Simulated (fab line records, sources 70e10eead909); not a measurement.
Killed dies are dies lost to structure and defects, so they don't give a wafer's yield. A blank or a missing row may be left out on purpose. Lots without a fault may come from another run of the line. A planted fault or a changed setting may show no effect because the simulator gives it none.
Which tool did it? | flow nand_harc | 24 lots, 72 wafers sampled, at 5 steps of a route of 1159

WHAT THE GAUGES READ, wafer by wafer
NHARC_P_ZERO_WELL_CD_MEAS_24: target cd 720 nm. Usual: cd_nm 721 nm, standard deviation 3.2.
lot  | measured    | on        | cd_nm (nm)  | flag
L074 | day 1 14:31 | cd_sem-03 | 719 720 724 |
L075 | day 1 20:28 | cd_sem-01 | 718 719 723 |
L076 | day 2 02:34 | cd_sem-02 | 721 716 722 |
L077 | day 2 08:35 | cd_sem-03 | 723 724 717 |
L078 | day 2 14:37 | cd_sem-03 | 722 722 724 |
L079 | day 2 20:38 | cd_sem-02 | 713 722 716 |
L080 | day 3 02:29 | cd_sem-03 | 721 719 724 |
L081 | day 3 08:32 | cd_sem-01 | 717 724 722 |
L082 | day 3 14:31 | cd_sem-02 | 715 721 725 |
L083 | day 3 20:32 | cd_sem-01 | 723 718 720 |
L084 | day 4 02:31 | cd_sem-03 | 724 723 718 |
L085 | day 4 08:24 | cd_sem-02 | 723 718 720 |
L086 | day 4 14:29 | cd_sem-03 | 721 721 724 |
L087 | day 4 20:40 | cd_sem-03 | 714 724 714 |
L088 | day 5 02:38 | cd_sem-02 | 719 724 720 |
L089 | day 5 08:35 | cd_sem-01 | 726 723 720 |
L090 | day 5 14:40 | cd_sem-01 | 719 723 721 |
L091 | day 5 20:51 | cd_sem-01 | 725 718 714 |
L092 | day 6 02:32 | cd_sem-03 | 718 723 721 |
L093 | day 6 08:20 | cd_sem-03 | 722 726 717 |
L094 | day 6 14:37 | cd_sem-01 | 718 726 716 |
L095 | day 6 20:32 | cd_sem-02 | 715 716 725 |
L096 | day 7 02:30 | cd_sem-02 | 720 723 717 |
L097 | day 7 08:48 | cd_sem-02 | 722 716 718 |

NHARC_P_CONTACT_INSPECT_27. Usual: raw_defect_count 296, standard deviation 120.
lot  | measured     | on                | raw_defect_count | flag
L074 | day 5 17:07  | defect_inspect-01 | 166 247 163      |
L075 | day 5 18:06  | defect_inspect-01 | 193 191 195      |
L076 | day 6 09:27  | defect_inspect-01 | 342 330 358      |
L077 | day 6 05:23  | defect_inspect-02 | 307 266 311      |
L078 | day 6 18:14  | defect_inspect-02 | 164 113 159      |
L079 | day 7 05:10  | defect_inspect-02 | 200 183 553      |
L080 | day 7 08:20  | defect_inspect-02 | 193 239 207      |
L081 | day 7 15:41  | defect_inspect-02 | 281 281 479      |
L082 | day 7 15:08  | defect_inspect-02 | 311 268 506      |
L083 | day 7 14:52  | defect_inspect-02 | 375 152 108      |
L084 | day 8 09:17  | defect_inspect-02 | 319 393 355      |
L085 | day 8 08:56  | defect_inspect-02 | 296 266 215      |
L086 | day 9 06:47  | defect_inspect-01 | 409 468 344      |
L087 | day 9 07:52  | defect_inspect-02 | 180 160 132      |
L088 | day 9 07:20  | defect_inspect-02 | 152 230 194      |
L089 | day 9 17:01  | defect_inspect-02 | 243 377 283      |
L090 | day 9 18:01  | defect_inspect-01 | 421 522 494      |
L091 | day 10 08:24 | defect_inspect-02 | 241 645 277      |
L092 | day 10 08:56 | defect_inspect-01 | 199 129 309      |
L093 | day 10 10:32 | defect_inspect-02 | 418 296 396      |
L094 | day 10 22:29 | defect_inspect-02 | 234 147 237      |
L095 | day 11 02:32 | defect_inspect-01 | 323 328 360      |
L096 | day 11 03:09 | defect_inspect-02 | 213 252 169      |
L097 | day 12 03:20 | defect_inspect-01 | 196 161 233      |

NHARC_P_M0_CD_MEAS_09: target cd 90 nm. Usual: cd_nm 90.0 nm, standard deviation 1.3.
lot  | measured     | on        | cd_nm (nm)     | flag
L074 | day 5 18:01  | cd_sem-03 | 89.6 89.8 88.6 |
L075 | day 5 19:04  | cd_sem-01 | 89.5 90.2 91.8 |
L076 | day 6 10:13  | cd_sem-02 | 89.5 90.2 89.8 |
L077 | day 6 06:17  | cd_sem-02 | 90.7 92.3 91.2 |
L078 | day 6 19:08  | cd_sem-02 | 89.3 88.5 89.6 |
L079 | day 7 06:05  | cd_sem-03 | 89.5 89.5 89.2 |
L080 | day 7 09:07  | cd_sem-01 | 89.8 91.6 91.6 |
L081 | day 7 16:35  | cd_sem-01 | 88.6 89.2 89.3 |
L082 | day 7 16:08  | cd_sem-01 | 90.3 91.9 91.6 |
L083 | day 7 15:59  | cd_sem-03 | 89.1 89.5 88.8 |
L084 | day 8 10:11  | cd_sem-03 | 89.2 88.7 88.6 |
L085 | day 8 09:50  | cd_sem-03 | 89.6 90.8 88.7 |
L086 | day 9 07:41  | cd_sem-01 | 89.0 89.0 89.9 |
L087 | day 9 08:47  | cd_sem-03 | 88.7 88.9 89.0 |
L088 | day 9 08:16  | cd_sem-01 | 92.2 92.5 91.6 |
L089 | day 9 17:55  | cd_sem-02 | 92.4 92.7 91.6 |
L090 | day 9 18:55  | cd_sem-02 | 88.8 88.5 89.2 |
L091 | day 10 09:10 | cd_sem-02 | 88.8 89.0 89.0 |
L092 | day 10 09:43 | cd_sem-02 | 89.9 89.7 90.0 |
L093 | day 10 11:19 | cd_sem-02 | 88.1 88.2 89.1 |
L094 | day 10 23:37 | cd_sem-03 | 92.5 91.7 91.1 |
L095 | day 11 03:33 | cd_sem-02 | 89.1 91.0 91.0 |
L096 | day 11 03:58 | cd_sem-02 | 89.8 89.1 89.3 |
L097 | day 12 04:07 | cd_sem-02 | 90.3 89.5 88.8 |

WHICH TOOL RAN EACH LOT (tool, then ch and the chambers of the sampled wafers, then the start)
lot  | NHARC_P_GATE_ETCH_104              | NHARC_P_CONTACT_DEGAS_38
L074 | rie_diel-12 ch 0,2, day 4 16:38    | pvd_sputter-01, day 5 15:08
L075 | rie_diel-10 ch 2,3, day 4 16:50    | pvd_sputter-01, day 5 16:10
L076 | rie_diel-12 ch 0,3, day 5 04:35    | pvd_sputter-01, day 6 06:02
L077 | rie_diel-12 ch 0,1,3, day 5 05:21  | pvd_sputter-03, day 6 03:55
L078 | rie_diel-12 ch 0,1, day 5 16:39    | pvd_sputter-02, day 6 14:29
L079 | rie_diel-12 ch 0,1, day 6 03:22    | pvd_sputter-02, day 7 01:19
L080 | rie_diel-12 ch 0,1, day 6 08:50    | pvd_sputter-02, day 7 06:49
L081 | rie_diel-13 ch 0,2, day 6 14:48    | pvd_sputter-02, day 7 13:10
L082 | rie_diel-12 ch 0,1,2, day 6 14:40  | pvd_sputter-01, day 7 12:33
L083 | rie_diel-12 ch 0,1,2, day 6 13:49  | pvd_sputter-02, day 7 11:52
L084 | rie_diel-10 ch 0,2,3, day 7 09:55  | pvd_sputter-01, day 8 07:46
L085 | rie_diel-12 ch 0,2,3, day 7 09:18  | pvd_sputter-01, day 8 07:26
L086 | rie_diel-10 ch 2,3, day 8 00:16    | pvd_sputter-03, day 8 22:43
L087 | rie_diel-10 ch 0,1,3, day 8 00:39  | pvd_sputter-01, day 9 00:08
L088 | rie_diel-12 ch 0,1,2, day 8 00:28  | pvd_sputter-03, day 8 23:40
L089 | rie_diel-13 ch 1,3, day 8 15:58    | pvd_sputter-03, day 9 14:01
L090 | rie_diel-12 ch 0,1,3, day 8 16:39  | pvd_sputter-03, day 9 16:29
L091 | rie_diel-13 ch 1,3, day 8 23:17    | pvd_sputter-01, day 10 00:00
L092 | rie_diel-10 ch 1,2, day 8 23:57    | pvd_sputter-01, day 10 00:14
L093 | rie_diel-13 ch 0,3, day 9 06:38    | pvd_sputter-01, day 10 05:29
L094 | rie_diel-13 ch 0,1,3, day 9 19:05  | pvd_sputter-03, day 10 18:16
L095 | rie_diel-10 ch 1,2,3, day 10 01:14 | pvd_sputter-02, day 10 23:13
L096 | rie_diel-10 ch 1,2,3, day 10 04:03 | pvd_sputter-02, day 11 01:38
L097 | rie_diel-13 ch 1,2,3, day 10 22:34 | pvd_sputter-01, day 11 20:11
- NHARC_P_GATE_ETCH_104: etches the open film in CF4/CHF3, target depth 60 nm.
- NHARC_P_CONTACT_DEGAS_38: time 60 s.

WHAT THE TOOLS THEMSELVES READ (means of the sampled wafers that have a number; where no wafer has one, the mark that the record gives instead)
NHARC_P_GATE_ETCH_104. Usual: bias_w 200.0 W, standard deviation 0.56; drypump_motor_current_A 5.7 A, standard deviation 0.37; oes_product_au 0.945 a.u., standard deviation 0.024; rf_vpp_V 370.0 V, standard deviation 2.5; showerhead_plenum_p_Torr 1.56 Torr, standard deviation 0.067; throttle_valve_pct 16.802 %, standard deviation 0.0093.
lot  | tool        | bias_w (W) | drypump_motor_current_A (A) | oes_product_au (a.u.) | rf_vpp_V (V) | showerhead_plenum_p_Torr (Torr) | throttle_valve_pct (%) | flag
L074 | rie_diel-12 | 200.0      | 5.5                         | 0.970                 | 371.2        | 1.60                            | 16.805                 |
L075 | rie_diel-10 | 200.0      | 5.7                         | 0.976                 | 370.8        | 1.57                            | 16.801                 |
L076 | rie_diel-12 | 200.2      | 5.5                         | 0.949                 | 372.7        | 1.62                            | 16.799                 |
L077 | rie_diel-12 | 200.2      | 5.6                         | 0.914                 | 371.6        | 1.58                            | 16.806                 |
L078 | rie_diel-12 | 200.3      | 5.4                         | 0.923                 | 371.3        | 1.59                            | 16.798                 |
L079 | rie_diel-12 | 200.7      | 5.4                         | 0.910                 | 369.0        | 1.55                            | 16.802                 |
L080 | rie_diel-12 | 200.4      | 5.4                         | 0.944                 | 370.6        | 1.59                            | 16.798                 |
L081 | rie_diel-13 | 199.7      | 5.3                         | 0.980                 | 368.5        | 1.53                            | 16.813                 |
L082 | rie_diel-12 | 199.8      | 5.5                         | 0.911                 | 370.4        | 1.56                            | 16.802                 |
L083 | rie_diel-12 | 199.7      | 5.5                         | 0.923                 | 369.8        | 1.56                            | 16.802                 |
L084 | rie_diel-10 | 200.0      | 6.0                         | 0.973                 | 372.2        | 1.61                            | 16.803                 |
L085 | rie_diel-12 | 200.1      | 5.7                         | 0.925                 | 371.7        | 1.59                            | 16.800                 |
L086 | rie_diel-10 | 199.8      | 5.7                         | 0.937                 | 369.6        | 1.57                            | 16.803                 |
L087 | rie_diel-10 | 200.0      | 6.2                         | 0.957                 | 371.6        | 1.59                            | 16.799                 |
L088 | rie_diel-12 | 199.8      | 5.5                         | 0.934                 | 370.2        | 1.56                            | 16.806                 |
L089 | rie_diel-13 | 199.8      | 5.1                         | 0.950                 | 368.5        | 1.51                            | 16.789                 |
L090 | rie_diel-12 | 200.1      | 5.5                         | 0.925                 | 370.0        | 1.58                            | 16.798                 |
L091 | rie_diel-13 | 200.0      | 5.4                         | 0.969                 | 368.5        | 1.52                            | 16.799                 |
L092 | rie_diel-10 | 200.3      | 6.1                         | 0.954                 | 367.7        | 1.49                            | 16.812                 |
L093 | rie_diel-13 | 199.7      | 5.1                         | 0.971                 | 366.4        | 1.47                            | 16.805                 |
L094 | rie_diel-13 | 199.7      | 5.3                         | 0.929                 | 367.1        | 1.50                            | 16.809                 |
L095 | rie_diel-10 | 200.3      | 5.9                         | 0.934                 | 368.9        | 1.54                            | 16.795                 |
L096 | rie_diel-10 | 199.9      | 6.0                         | 0.944                 | 369.3        | 1.54                            | 16.801                 |
L097 | rie_diel-13 | 199.9      | 5.3                         | 0.949                 | 369.4        | 1.56                            | 16.807                 |

NHARC_P_CONTACT_DEGAS_38. Usual: heater_power_w 447 W, standard deviation 30.
lot  | tool           | heater_power_w (W) | flag
L074 | pvd_sputter-01 | 458                |
L075 | pvd_sputter-01 | 477                |
L076 | pvd_sputter-01 | 458                |
L077 | pvd_sputter-03 | 410                |
L078 | pvd_sputter-02 | 440                |
L079 | pvd_sputter-02 | 473                |
L080 | pvd_sputter-02 | 444                |
L081 | pvd_sputter-02 | 448                |
L082 | pvd_sputter-01 | 465                |
L083 | pvd_sputter-02 | 454                |
L084 | pvd_sputter-01 | 450                |
L085 | pvd_sputter-01 | 450                |
L086 | pvd_sputter-03 | 440                |
L087 | pvd_sputter-01 | 447                |
L088 | pvd_sputter-03 | 422                |
L089 | pvd_sputter-03 | 419                |
L090 | pvd_sputter-03 | 438                |
L091 | pvd_sputter-01 | 474                |
L092 | pvd_sputter-01 | 477                |
L093 | pvd_sputter-01 | 437                |
L094 | pvd_sputter-03 | 425                |
L095 | pvd_sputter-02 | 459                |
L096 | pvd_sputter-02 | 453                |
L097 | pvd_sputter-01 | 457                |

THE ANSWER, worked out from the rows above alone
Rule: a lot is off if the mean of its wafers that have a number lies more than 3 standard deviations from the usual mean. A lot without any number at a reading at which 4 lots or more have one is off too. The other lots that the step has rows for count as sound. The gauges are gone through in route order, then the tools' own readings, and for those a lot's mean is taken as printed above. The first step at which some lot is off is used, and at that step the reading that is off furthest; a lot without a number counts as furthest.
No lot is off at any reading shown: from this, nothing can be told.

WHAT THE SIMULATOR HAD PUT IN
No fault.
